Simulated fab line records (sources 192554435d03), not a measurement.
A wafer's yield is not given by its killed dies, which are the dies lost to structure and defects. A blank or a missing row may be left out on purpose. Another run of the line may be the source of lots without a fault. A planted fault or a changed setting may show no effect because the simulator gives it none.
fab line records | flow n5_finfet
record: lots: 9 | wafers: 27 | last_day: 18
route steps=1938 shown ZERO_LAYER@6 WELL_APT@55 PMOS_HMC_CHANNEL_EPI@66 BEOL_M4@1111 PASSIVATION@1936
lots untouched by any fault: they come from a run of this same line in which no faults occurred
start_h: hours from the record's opening day to when the first of the lot's shown wafers began | wait_h: hours since the lot's step before | " as in the row above | L1.1+2: several wafers, shown together as one row | - either no value or no given start | * or withheld: withheld | < > ~ a bound
route shown NAME@n: a module of which the file shows steps, and the number in the route of the first | usual: the fault-free wafers' mean and standard deviation | same: alike in all rows | chamber/n: place in a boat | sites: the reading at each site | _std_site: standard deviation of those values | _edge_site: mean of outer sites minus mean of inner sites | radius_mm: for every site, how far away it sits from the centre of the wafer | mask NAME#n: copy n | behind: the last tool/chamber to shape the wafer | hold: what put the lot on hold/how long, in hours/how the hold closed | device: names the non-switching transistor (n, p or np) | end of line: tests run on the same wafers once the route is complete | a step without rows: its recipe alone | killed: at the first sort, the dies lost to defects and structure; wafer yield is something else | map: the dies of a wafer, with x for killed, . for not killed, _ for no die there
set.NAME: the setting the step ran with; set.NAME@STEP: the setting that earlier step ran with | model.NAME: the simulator's own value behind a step, which no gauge read
one table for each step of the route and one row for each wafer, over a sample of lots
services: the hour from which a tool's chamber was out of use, counted from the record's first day as start_h (under 0 if before that day), plus the number of hours and why
== steps ==
step: N5_ZERO_LAYER_COAT_05
recipe: spin_rpm: 1500 | resist_thk_nm: 1000
usual: spin_speed_rpm: 1499.9/0.97
lot.wafer | tool           | chamber | start_h | wait_h | spin_speed_rpm
L914.1    | litho_track-05 | 0       | 12.36   | -      | 1499.5
L914.4    | "              | 0       | "       | "      | 1500.1
L914.5    | "              | 0       | "       | "      | 1499.9
L917.2    | litho_track-04 | 0       | 30.40   | -      | 1501.2
L917.3    | "              | 0       | "       | "      | 1497.7
L917.5    | "              | 0       | "       | "      | 1498.5
L920.2    | litho_track-03 | 0       | 48.38   | -      | 1499.4
L920.3    | "              | 0       | "       | "      | 1500.4
L920.4    | "              | 0       | "       | "      | 1500.2
L921.3    | litho_track-04 | 0       | 54.38   | -      | 1499.4
L921.4    | "              | 0       | "       | "      | 1501.0
L921.6    | "              | 0       | "       | "      | 1501.5
L923.2    | litho_track-03 | 0       | 66.36   | -      | 1501.1
L923.4    | "              | 0       | "       | "      | 1499.9
L923.5    | "              | 0       | "       | "      | 1500.0
L930.2    | litho_track-03 | 0       | 108.36  | -      | 1564.1
L930.3    | "              | 0       | "       | "      | 1563.0
L930.4    | "              | 0       | "       | "      | 1563.1
L931.2    | litho_track-04 | 0       | 114.36  | -      | 1499.5
L931.3    | "              | 0       | "       | "      | 1498.3
L931.5    | "              | 0       | "       | "      | 1498.7
L934.2    | litho_track-03 | 0       | 132.36  | -      | 1563.1
L934.3    | "              | 0       | "       | "      | 1564.2
L934.4    | "              | 0       | "       | "      | 1564.2
L936.1    | litho_track-05 | 0       | 144.37  | -      | 1499.1
L936.3    | "              | 0       | "       | "      | 1500.0
L936.5    | "              | 0       | "       | "      | 1499.6
step: N5_ZERO_LAYER_STRIP_24
recipe: chemistry: O2 | power_w: 1000 | temp_c: 250 | overash_fraction: 0.3 | pressure_mtorr: 1000 | o2_flow_sccm: 6750
usual: drypump_motor_current_A: 5.57/0.18 | heater_power_w: 347/27 | oes_product_au: 0.647/0.0049 | strip_time_to_endpoint_s: 43.88/0.1
lot.wafer | tool            | chamber | start_h | wait_h | drypump_motor_current_A | heater_power_w | oes_product_au | rf_hours_counter_h | strip_time_to_endpoint_s
L914.1    | plasma_asher-01 | 1       | 13.02   | 0.1    | 5.75                    | 393            | 0.645          | 77                 | 43.92
L914.4    | "               | 1       | "       | "      | 5.77                    | 393            | 0.651          | -                  | 43.98
L914.5    | "               | 0       | "       | "      | 5.40                    | 327            | 0.645          | -                  | 43.86
L917.2    | plasma_asher-02 | 0       | 31.06   | 0.1    | 5.33                    | 343            | 0.646          | 30                 | 43.96
L917.3    | "               | 0       | "       | "      | 5.37                    | 343            | 0.647          | -                  | 43.89
L917.5    | "               | 1       | "       | "      | 5.73                    | 328            | 0.640          | -                  | 43.98
L920.2    | plasma_asher-02 | 1       | 48.91   | 0.1    | 5.73                    | 346            | 0.651          | 34                 | 43.68
L920.3    | "               | 1       | "       | "      | 5.72                    | 330            | 0.647          | -                  | 43.70
L920.4    | "               | 0       | "       | "      | 5.37                    | 340            | 0.654          | -                  | 43.84
L921.3    | plasma_asher-01 | 1       | 55.18   | 0.1    | 5.73                    | 386            | 0.642          | -                  | 43.95
L921.4    | "               | 0       | "       | "      | 5.38                    | 315            | 0.654          | -                  | 43.88
L921.6    | "               | 1       | "       | "      | 5.73                    | 391            | 0.650          | -                  | 43.98
L923.2    | plasma_asher-01 | 0       | 66.96   | 0.1    | 5.43                    | 312            | 0.648          | 89                 | 43.63
L923.4    | "               | 1       | "       | "      | 5.75                    | 385            | 0.639          | -                  | 43.70
L923.5    | "               | 0       | "       | "      | 5.43                    | 312            | 0.654          | -                  | 43.67
L930.2    | plasma_asher-02 | 0       | 109.02  | 0.1    | 5.39                    | 334            | 0.649          | 46                 | 43.30
L930.3    | "               | 0       | "       | "      | 5.37                    | 338            | 0.647          | -                  | 43.21
L930.4    | "               | 1       | "       | "      | 5.76                    | 331            | 0.649          | -                  | 43.20
L931.2    | plasma_asher-02 | 1       | 115.02  | 0.1    | 5.73                    | 343            | 0.647          | 47                 | 43.80
L931.3    | "               | 1       | "       | "      | 5.75                    | 338            | 0.654          | -                  | 43.87
L931.5    | "               | 1       | "       | "      | 5.73                    | 330            | 0.644          | -                  | 43.83
L934.2    | plasma_asher-01 | 1       | 133.03  | 0.1    | 5.76                    | 389            | 0.643          | 100                | 43.26
L934.3    | "               | 0       | "       | "      | 5.48                    | 316            | 0.645          | -                  | 43.23
L934.4    | "               | 1       | "       | "      | 5.75                    | 388            | 0.651          | -                  | 43.25
L936.1    | plasma_asher-02 | 0       | 145.26  | 0.1    | 5.39                    | 336            | 0.638          | 53                 | 44.00
L936.3    | "               | 0       | "       | "      | 5.39                    | 344            | 0.646          | -                  | 44.08
L936.5    | "               | 0       | "       | "      | 5.39                    | 341            | 0.650          | -                  | 44.10
step: N5_WELL_APT_EPI_41
recipe: material: Si | target_thk_a: 500 | temp_c: 650 | precursor: SiH4/H2 | pressure_torr: 20 | time_s: 297.7
usual: susceptor_temp_C: 650.0/0.3 | susceptor_temp_C_max: 651.4/0.45 | throttle_valve_pct: 11.4/0.41
lot.wafer | tool         | chamber | start_h | wait_h | susceptor_temp_C | susceptor_temp_C_max | throttle_valve_pct
L914.1    | epi_rpcvd-04 | 0       | 16.12   | 0.0    | 650.1            | 651.9                | 11.7
L914.4    | "            | 0       | "       | "      | 650.5            | 652.1                | 11.4
L914.5    | "            | 0       | "       | "      | 650.0            | 651.2                | 11.5
L917.2    | epi_rpcvd-02 | 0       | 34.43   | 0.1    | 649.7            | 651.2                | 11.7
L917.3    | "            | 0       | "       | "      | 649.5            | 651.3                | 11.7
L917.5    | "            | 0       | "       | "      | 650.1            | 651.4                | 11.5
L920.2    | epi_rpcvd-04 | 0       | 52.16   | 0.1    | 649.8            | 651.5                | 11.6
L920.3    | "            | 0       | "       | "      | 649.9            | 651.5                | 11.5
L920.4    | "            | 0       | "       | "      | 649.9            | 651.3                | 11.4
L921.3    | epi_rpcvd-04 | 0       | 58.28   | 0.2    | 649.7            | 651.1                | 11.6
L921.4    | "            | 0       | "       | "      | 650.2            | 651.8                | 11.7
L921.6    | "            | 0       | "       | "      | 649.8            | 651.3                | 11.9
L923.2    | epi_rpcvd-03 | 0       | 70.37   | 0.2    | 649.9            | 650.8                | 10.6
L923.4    | "            | 0       | "       | "      | 650.2            | 651.3                | 11.1
L923.5    | "            | 0       | "       | "      | 650.1            | 651.0                | 10.6
L930.2    | epi_rpcvd-04 | 0       | 112.17  | 0.2    | 650.2            | 651.5                | 11.8
L930.3    | "            | 0       | "       | "      | 650.0            | 651.2                | 11.5
L930.4    | "            | 0       | "       | "      | 650.2            | 651.7                | 11.6
L931.2    | epi_rpcvd-04 | 0       | 118.52  | 0.1    | 650.4            | 651.6                | 11.8
L931.3    | "            | 0       | "       | "      | 650.0            | 652.1                | 11.8
L931.5    | "            | 0       | "       | "      | 649.9            | 651.6                | 11.8
L934.2    | epi_rpcvd-04 | 0       | 136.19  | 0.1    | 650.4            | 651.8                | 11.7
L934.3    | "            | 0       | "       | "      | 649.6            | 651.0                | 11.7
L934.4    | "            | 0       | "       | "      | 650.5            | 652.0                | 11.6
L936.1    | epi_rpcvd-04 | 0       | 148.29  | 0.0    | 650.4            | 652.0                | 11.5
L936.3    | "            | 0       | "       | "      | 649.8            | 651.5                | 11.8
L936.5    | "            | 0       | "       | "      | 650.1            | 651.7                | 12.1
step: N5_PMOS_HMC_CHANNEL_EPI_OVL_MEAS_10
recipe: points_per_wafer: 44
usual: PMOS_HMC_BLK_OVL: 0.6/0.82
lot.wafer | tool       | chamber | start_h | wait_h | PMOS_HMC_BLK_OVL[nm]
L914.1    | overlay-02 | 0       | 17.11   | 0.0    | 2.1
L914.4    | "          | 0       | "       | "      | 0.4
L914.5    | "          | 0       | "       | "      | 1.4
L917.2    | overlay-01 | 0       | 35.44   | 0.0    | 0.6
L917.3    | "          | 0       | "       | "      | 0.8
L917.5    | "          | 0       | "       | "      | 0.3
L920.2    | overlay-02 | 0       | 53.17   | 0.0    | 0.4
L920.3    | "          | 0       | "       | "      | 0.9
L920.4    | "          | 0       | "       | "      | 0.8
L921.3    | overlay-02 | 0       | 59.07   | 0.0    | 1.0
L921.4    | "          | 0       | "       | "      | -0.6
L921.6    | "          | 0       | "       | "      | 0.7
L923.2    | overlay-01 | 0       | 71.54   | 0.0    | 0.7
L923.4    | "          | 0       | "       | "      | -0.4
L923.5    | "          | 0       | "       | "      | 1.3
L930.2    | overlay-01 | 0       | 113.34  | 0.0    | 0.2
L930.3    | "          | 0       | "       | "      | 0.8
L930.4    | "          | 0       | "       | "      | 0.2
L931.2    | overlay-02 | 0       | 119.53  | 0.0    | 0.4
L931.3    | "          | 0       | "       | "      | -0.8
L931.5    | "          | 0       | "       | "      | -1.0
L934.2    | overlay-02 | 0       | 137.19  | 0.0    | 0.5
L934.3    | "          | 0       | "       | "      | 0.4
L934.4    | "          | 0       | "       | "      | 0.3
L936.1    | overlay-02 | 0       | 149.61  | 0.0    | 0.5
L936.3    | "          | 0       | "       | "      | 0.1
L936.5    | "          | 0       | "       | "      | 0.5
step: N5_PMOS_HMC_CHANNEL_EPI_STRIP_33
recipe: chemistry: N2/H2 | power_w: 500 | temp_c: 40 | pressure_mtorr: 50 | rf_frequency_hz: 6e+07 | overash_fraction: 0.3 | bias_power_w: 8 | h2_frac: 0.5 | n2_flow_sccm: 300 | h2_flow_sccm: 300
usual: drypump_motor_current_A: 5.5/0.49 | oes_product_au: 0.79/0.062 | rf_vpp_V: 54.3/1.7 | showerhead_plenum_p_Torr: 3.32/0.12 | throttle_valve_pct: 18.90/0.26
lot.wafer | tool        | chamber | start_h | wait_h | drypump_motor_current_A | oes_product_au | rf_hours_counter_h | rf_vpp_V | showerhead_plenum_p_Torr | throttle_valve_pct
L914.1    | rie_diel-02 | 2       | 17.30   | 0.0    | 5.1                     | 0.79           | 110                | 56.1     | 3.24                     | 18.84
L914.4    | "           | 0       | "       | "      | 5.3                     | 1.00           | 1                  | 56.6     | 3.58                     | 18.76
L914.5    | "           | 2       | "       | "      | 5.1                     | 0.77           | -                  | 51.9     | 3.24                     | 18.88
L917.2    | rie_diel-06 | 0       | 35.63   | 0.0    | 5.6                     | 0.76           | 117                | 55.0     | 3.38                     | 19.52
L917.3    | "           | 3       | "       | "      | 5.6                     | 0.71           | 185                | 51.8     | 3.21                     | 19.24
L917.5    | "           | 1       | "       | "      | 4.9                     | 0.82           | -                  | 55.1     | 3.25                     | 18.68
L920.2    | rie_diel-06 | 3       | 53.36   | 0.0    | 5.6                     | 0.70           | 189                | 55.6     | 3.21                     | 19.24
L920.3    | "           | 1       | "       | "      | 5.0                     | 0.80           | 105                | 54.3     | 3.25                     | 18.67
L920.4    | "           | 0       | "       | "      | 5.5                     | 0.76           | 122                | 55.7     | 3.38                     | 19.55
L921.3    | rie_diel-02 | 0       | 59.54   | 0.0    | 5.2                     | 0.94           | 13                 | 55.7     | 3.57                     | 18.83
L921.4    | "           | 2       | "       | "      | 5.1                     | 0.78           | 123                | 53.2     | 3.24                     | 18.86
L921.6    | "           | 3       | "       | "      | 5.9                     | 0.80           | -                  | 52.2     | 3.38                     | 18.70
L923.2    | rie_diel-06 | 2       | 71.73   | 0.0    | 5.0                     | 0.77           | 119                | 56.9     | 3.24                     | 18.75
L923.4    | "           | 3       | "       | "      | 5.6                     | 0.70           | 196                | 50.8     | 3.21                     | 19.28
L923.5    | "           | 2       | "       | "      | 5.0                     | 0.77           | -                  | 55.9     | 3.24                     | 18.73
L930.2    | rie_diel-06 | 2       | 113.70  | 0.0    | 5.0                     | 0.76           | 131                | 53.2     | 3.24                     | 18.83
L930.3    | "           | 1       | "       | "      | 5.0                     | 0.78           | 122                | 52.9     | 3.24                     | 18.73
L930.4    | "           | 0       | "       | "      | 5.5                     | 0.74           | 139                | 53.3     | 3.37                     | 19.59
L931.2    | rie_diel-02 | 0       | 119.75  | 0.0    | 5.3                     | 0.90           | 28                 | 57.5     | 3.57                     | 18.84
L931.3    | "           | 2       | "       | "      | 5.1                     | 0.77           | 141                | 52.2     | 3.23                     | 18.93
L931.5    | "           | 3       | "       | "      | 5.9                     | 0.78           | -                  | 54.1     | 3.37                     | 18.77
L934.2    | rie_diel-02 | 1       | 137.38  | 0.0    | 6.3                     | 0.79           | 138                | 54.7     | 3.24                     | 18.83
L934.3    | "           | 0       | "       | "      | 5.3                     | 0.88           | 34                 | 54.4     | 3.56                     | 18.85
L934.4    | "           | 3       | "       | "      | 5.9                     | 0.78           | 127                | 56.0     | 3.37                     | 18.75
L936.1    | rie_diel-06 | 2       | 149.88  | 0.0    | 5.0                     | 0.75           | 144                | 53.4     | 3.23                     | 18.80
L936.3    | "           | 1       | "       | "      | 5.0                     | 0.78           | 134                | 53.1     | 3.24                     | 18.73
L936.5    | "           | 2       | "       | "      | 5.0                     | 0.75           | -                  | 54.7     | 3.23                     | 18.80
step: N5_BEOL_M4_RC_MEAS_101
usual: DIBL_N: 36.5/1.4 | DIBL_P: 36.9/1.7 | IOFF_N: 0.163/0.023 | IOFF_P: 0.22/0.032 | ION_N: 673/9 | ION_P: 462/7.5 | SS_N: 71.6/0.54 | SS_P: 73.4/0.62 | VT_N: 249.8/2.8 | VT_P: -250/3.5
lot.wafer | tool      | chamber | start_h | wait_h | DIBL_N[mV/V] | DIBL_P[mV/V] | IOFF_N[nA/um] | IOFF_P[nA/um] | ION_N[uA/um] | ION_P[uA/um] | SS_N[mV/dec] | SS_P[mV/dec] | VT_N[mV] | VT_P[mV]
L914.1    | prober-02 | 0       | 164.82  | 0.0    | 35.6         | 35.4         | 0.143         | 0.19          | 663          | 459          | 71.8         | 73.3         | 252.3    | -255
L914.4    | "         | 0       | "       | "      | 36.6         | 36.4         | 0.167         | 0.20          | 665          | 450          | 72.1         | 73.2         | 249.5    | -253
L914.5    | "         | 0       | "       | "      | 35.5         | 35.4         | 0.149         | 0.19          | 674          | 461          | 71.7         | 72.7         | 251.7    | -255
L917.2    | prober-01 | 0       | 186.04  | 0.2    | 36.1         | 37.5         | 0.159         | 0.23          | 674          | 469          | 71.1         | 73.0         | 248.9    | -247
L917.3    | "         | 0       | "       | "      | 37.7         | 39.1         | 0.190         | 0.27          | 678          | 469          | 71.6         | 73.6         | 249.7    | -248
L917.5    | "         | 0       | "       | "      | 35.5         | 36.7         | 0.152         | 0.22          | 677          | 471          | 71.4         | 73.6         | 253.0    | -252
L920.2    | prober-01 | 0       | 197.64  | 0.2    | 35.7         | 35.3         | 0.135         | 0.19          | 663          | 459          | 71.3         | 73.8         | 253.6    | -253
L920.3    | "         | 0       | "       | "      | 37.9         | 38.6         | 0.182         | 0.24          | 680          | 464          | 71.5         | 74.6         | 247.2    | -248
L920.4    | "         | 0       | "       | "      | 37.6         | 37.6         | 0.172         | 0.22          | 689          | 470          | 71.0         | 74.1         | 249.3    | -251
L921.3    | prober-01 | 0       | 210.98  | 0.3    | 36.0         | 35.8         | 0.153         | 0.19          | 673          | 455          | 72.0         | 73.9         | 249.3    | -253
L921.4    | "         | 0       | "       | "      | 37.8         | 37.9         | 0.184         | 0.22          | 667          | 450          | 72.8         | 73.8         | 247.4    | -251
L921.6    | "         | 0       | "       | "      | 37.8         | 37.7         | 0.179         | 0.21          | 684          | 457          | 72.0         | 73.6         | 245.8    | -253
L923.2    | prober-02 | 0       | 216.07  | 0.2    | 33.7         | 34.2         | 0.114         | 0.14          | 642          | 441          | 71.0         | 72.4         | 256.7    | -258
L923.4    | "         | 0       | "       | "      | 35.0         | 37.2         | 0.146         | 0.18          | 671          | 453          | 71.8         | 72.6         | 250.6    | -256
L923.5    | "         | 0       | "       | "      | 35.0         | 36.4         | 0.137         | 0.17          | 670          | 453          | 71.4         | 73.4         | 253.7    | -256
L930.2    | prober-02 | 0       | 272.90  | 0.2    | 38.2         | 39.0         | 0.202         | 0.26          | 680          | 470          | 71.1         | 73.4         | 245.6    | -246
L930.3    | "         | 0       | "       | "      | 35.8         | 36.5         | 0.160         | 0.21          | 660          | 454          | 71.4         | 72.9         | 248.4    | -249
L930.4    | "         | 0       | "       | "      | 35.6         | 35.4         | 0.148         | 0.19          | 676          | 460          | 71.3         | 73.3         | 250.4    | -252
L931.2    | prober-02 | 0       | 276.68  | 0.2    | 36.8         | 38.5         | 0.174         | 0.21          | 686          | 462          | 71.9         | 73.5         | 247.8    | -251
L931.3    | "         | 0       | "       | "      | 36.8         | 38.7         | 0.182         | 0.24          | 684          | 470          | 71.7         | 73.6         | 248.8    | -248
L931.5    | "         | 0       | "       | "      | 37.8         | 40.1         | 0.198         | 0.25          | 688          | 467          | 72.4         | 73.6         | 244.6    | -246
L934.2    | prober-02 | 0       | 282.28  | 0.2    | 37.8         | 39.6         | 0.191         | 0.22          | 679          | 457          | 71.9         | 74.2         | 247.5    | -252
L934.3    | "         | 0       | "       | "      | 35.1         | 36.1         | 0.142         | 0.17          | 671          | 448          | 71.0         | 73.7         | 251.1    | -258
L934.4    | "         | 0       | "       | "      | 34.4         | 35.9         | 0.128         | 0.17          | 656          | 454          | 70.8         | 73.8         | 255.7    | -254
L936.1    | prober-02 | 0       | 309.87  | 0.0    | 37.4         | 36.8         | 0.154         | 0.21          | 669          | 464          | 71.8         | 73.0         | 251.2    | -249
L936.3    | "         | 0       | "       | "      | 35.0         | 33.4         | 0.117         | 0.16          | 668          | 456          | 71.4         | 72.8         | 254.7    | -253
L936.5    | "         | 0       | "       | "      | 37.4         | 36.2         | 0.156         | 0.20          | 664          | 455          | 71.9         | 73.4         | 252.8    | -249
step: N5_PASSIVATION_PROBE_49
usual: defect_limited_yield: 91.2/1.4 | killed_at_M0_to_M3: 35/11 | killed_at_M4_up: 12/4.2 | killed_at_contacts: 13/5.6 | killed_at_front_end: 40/12 | killed_at_other: 3.3/2.6 | killed_dies: 103/17 | killed_open: 68/12 | killed_short: 34/7.6 | sort_bin_5_function: 5.1/0.95 | sort_bin_6_memory: 3.3/0.68 | sort_bin_8_speed: 0.00/0.007 | sort_n_pass: 1077/17 | sort_yield_pct: 91.2/1.4
same: gross_dies: 1180 | killed_at_back_side: 0 | sort_bin_4_leakage[%]: 0
lot.wafer | tool      | chamber | start_h | wait_h | defect_limited_yield[%] | killed_at_M0_to_M3 | killed_at_M4_up | killed_at_contacts | killed_at_front_end | killed_at_other | killed_dies | killed_open | killed_short | sort_bin_5_function[%] | sort_bin_6_memory[%] | sort_bin_8_speed[%] | sort_n_pass | sort_yield_pct[%]
L917.2    | prober-01 | -       | 286.77  | 0.1    | 91.7                    | 35                 | 6               | 17                 | 39                  | 1               | 98          | 64          | 32           | 4.7                    | 3.1                  | 0                   | 1082        | 91.7
L917.3    | prober-01 | -       | 286.82  | 0.1    | 88.3                    | 58                 | 12              | 8                  | 59                  | 1               | 138         | 83          | 54           | 6.0                    | 4.7                  | 0                   | 1042        | 88.3
L917.5    | prober-01 | -       | 286.92  | 0.2    | 90.3                    | 41                 | 13              | 6                  | 54                  | 1               | 115         | 85          | 28           | 5.8                    | 3.8                  | 0                   | 1065        | 90.3
L921.3    | prober-02 | -       | 306.08  | 0.1    | 90.3                    | 31                 | 18              | 30                 | 34                  | 1               | 114         | 83          | 31           | 5.6                    | 4.0                  | 0                   | 1066        | 90.3
L921.4    | prober-02 | -       | 306.13  | 0.2    | 91.0                    | 45                 | 8               | 22                 | 30                  | 1               | 106         | 73          | 32           | 5.3                    | 3.5                  | 0                   | 1074        | 91.0
L921.6    | prober-02 | -       | 306.23  | 0.3    | 90.8                    | 30                 | 18              | 17                 | 44                  | 0               | 109         | 71          | 35           | 5.0                    | 3.6                  | 0                   | 1071        | 90.8
L930.2    | prober-02 | -       | 374.79  | 0.1    | 90.2                    | 58                 | 5               | 18                 | 33                  | 2               | 116         | 75          | 38           | 5.3                    | 3.9                  | 0                   | 1064        | 90.2
L930.3    | prober-02 | -       | 374.84  | 0.1    | 90.4                    | 45                 | 14              | 20                 | 33                  | 1               | 113         | 74          | 37           | 4.9                    | 4.4                  | 0                   | 1067        | 90.4
L930.4    | prober-02 | -       | 374.89  | 0.2    | 90.3                    | 59                 | 13              | 12                 | 29                  | 2               | 115         | 74          | 37           | 6.0                    | 3.0                  | 0                   | 1065        | 90.3
killed by level:class
L917.2 MOL_CONTACT_COAG:geometric_particle:open=15 STI_FIN_REVEAL:geometric_particle:open=9 BEOL_M0_SAQP:geometric_particle:open=9 BEOL_M0_SAQP:geometric_particle:short=7 FIN_SAQP:geometric_particle:open=6 FIN_SAQP:geometric_particle:short=6 BEOL_M2:geometric_particle:open=6 BEOL_M1:geometric_particle:open=5
L917.3 BEOL_M0_SAQP:geometric_particle:short=20 BEOL_M0_SAQP:geometric_particle:open=15 FIN_SAQP:geometric_particle:short=13 DUMMY_GATE:geometric_particle:open=11 FIN_SAQP:geometric_particle:open=9 STI_FIN_REVEAL:geometric_particle:open=9 BEOL_M3:geometric_particle:open=9 BEOL_M1:geometric_particle:open=7
L917.5 FIN_SAQP:geometric_particle:open=21 BEOL_M0_SAQP:geometric_particle:open=11 FIN_SAQP:geometric_particle:short=10 BEOL_M0_SAQP:geometric_particle:short=9 BEOL_M2:geometric_particle:open=8 BEOL_M4:geometric_particle:open=7 STI_FIN_REVEAL:geometric_particle:open=6 BEOL_M1:geometric_particle:open=6
L921.3 MOL_CONTACT_COAG:geometric_particle:open=25 STI_FIN_REVEAL:geometric_particle:open=12 BEOL_M0_SAQP:geometric_particle:open=12 BEOL_M0_SAQP:geometric_particle:short=8 BEOL_M4:geometric_particle:open=7 MOL_CONTACT_COAG:geometric_particle:short=5 GATE_CUT:geometric_particle:short=4 BEOL_M3:geometric_particle:open=4
L921.4 MOL_CONTACT_COAG:geometric_particle:open=19 BEOL_M1:geometric_particle:open=8 BEOL_M0_SAQP:geometric_particle:open=7 BEOL_M0_SAQP:geometric_particle:short=7 BEOL_M2:geometric_particle:open=7 BEOL_M2:geometric_particle:short=7 BEOL_M3:geometric_particle:open=7 STI_FIN_REVEAL:geometric_particle:open=6
L921.6 MOL_CONTACT_COAG:geometric_particle:open=16 STI_FIN_REVEAL:geometric_particle:open=15 BEOL_M0_SAQP:geometric_particle:open=9 BEOL_M4:geometric_particle:open=8 FIN_SAQP:geometric_particle:short=7 BEOL_M0_SAQP:geometric_particle:short=7 STI_FIN_REVEAL:geometric_particle:short=4 GATE_CUT:geometric_particle:open=4
L930.2 BEOL_M1:geometric_particle:open=17 MOL_CONTACT_COAG:geometric_particle:open=15 BEOL_M0_SAQP:geometric_particle:open=11 BEOL_M0:geometric_particle:short=8 BEOL_M0_SAQP:geometric_particle:short=7 STI_FIN_REVEAL:geometric_particle:open=6 GATE_CUT:geometric_particle:short=6 BEOL_M2:geometric_particle:open=6
L930.3 MOL_CONTACT_COAG:geometric_particle:open=17 BEOL_M0_SAQP:geometric_particle:open=16 BEOL_M0_SAQP:geometric_particle:short=13 BEOL_M1:geometric_particle:open=9 GATE_CUT:geometric_particle:short=7 BEOL_M6:geometric_particle:open=7 STI_FIN_REVEAL:geometric_particle:open=6 FIN_SAQP:geometric_particle:open=5
L930.4 BEOL_M0_SAQP:geometric_particle:short=17 BEOL_M0_SAQP:geometric_particle:open=16 BEOL_M1:geometric_particle:open=13 MOL_CONTACT_COAG:geometric_particle:open=8 STI_FIN_REVEAL:geometric_particle:open=5 BEOL_M1:geometric_particle:short=5 BEOL_M8:geometric_particle:open=5 DUMMY_GATE:geometric_particle:open=4
== services ==
tool            | chamber | start_h | hours | kind
rie_diel-02     | 0       | -2.56   | -     | clean
rie_diel-02     | 0       | -2.56   | -     | consumable_replace:focus_ring
rie_diel-02     | 0       | -2.56   | -     | consumable_replace:showerhead
rie_diel-02     | 0       | -2.56   | 16.5  | scheduled_down
rie_diel-02     | 0       | -2.56   | 16.5  | vent_cycle
epi_rpcvd-04    | -       | 23.74   | 4.3   | pm
epi_rpcvd-04    | -       | 31.39   | 14.6  | pm
litho_track-05  | -       | 55.12   | -     | consumable_replace:filter
epi_rpcvd-04    | -       | 61.62   | 1.0   | repair
plasma_asher-02 | -       | 61.68   | 3.9   | repair
epi_rpcvd-04    | -       | 74.31   | 0.9   | repair
rie_diel-02     | 0       | 100.79  | 3.5   | repair
rie_diel-02     | 0       | 104.59  | 9.6   | repair
epi_rpcvd-02    | -       | 111.61  | 8.1   | pm
rie_diel-02     | 3       | 125.78  | 8.9   | repair
epi_rpcvd-02    | -       | 126.77  | 14.6  | pm
== key ==
first_sign: step: N5_ZERO_LAYER_COAT_05 | reading: spin_speed_rpm | direction: up | sigmas: 65 | usual: * | struck: *
effect: step: N5_ZERO_LAYER_STRIP_24 | reading: strip_time_to_endpoint_s | direction: down | sigmas: 6.4 | usual: * | struck: *
met_at N5_ZERO_LAYER_COAT_05
struck_lots L930,L934
not_acting_at N5_WELL_APT_EPI_41,N5_PMOS_HMC_CHANNEL_EPI_OVL_MEAS_10,N5_PMOS_HMC_CHANNEL_EPI_STRIP_33
onset_between 66.36 108.36
fault: kind: process_parameter_drift | tool: litho_track-03 | chamber: - | onset_h: 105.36 | steps: N5_ZERO_LAYER_COAT_05 | channel: spin_rpm | offset: * | shape: step | end_h: 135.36 | acts_in: * | stated: *
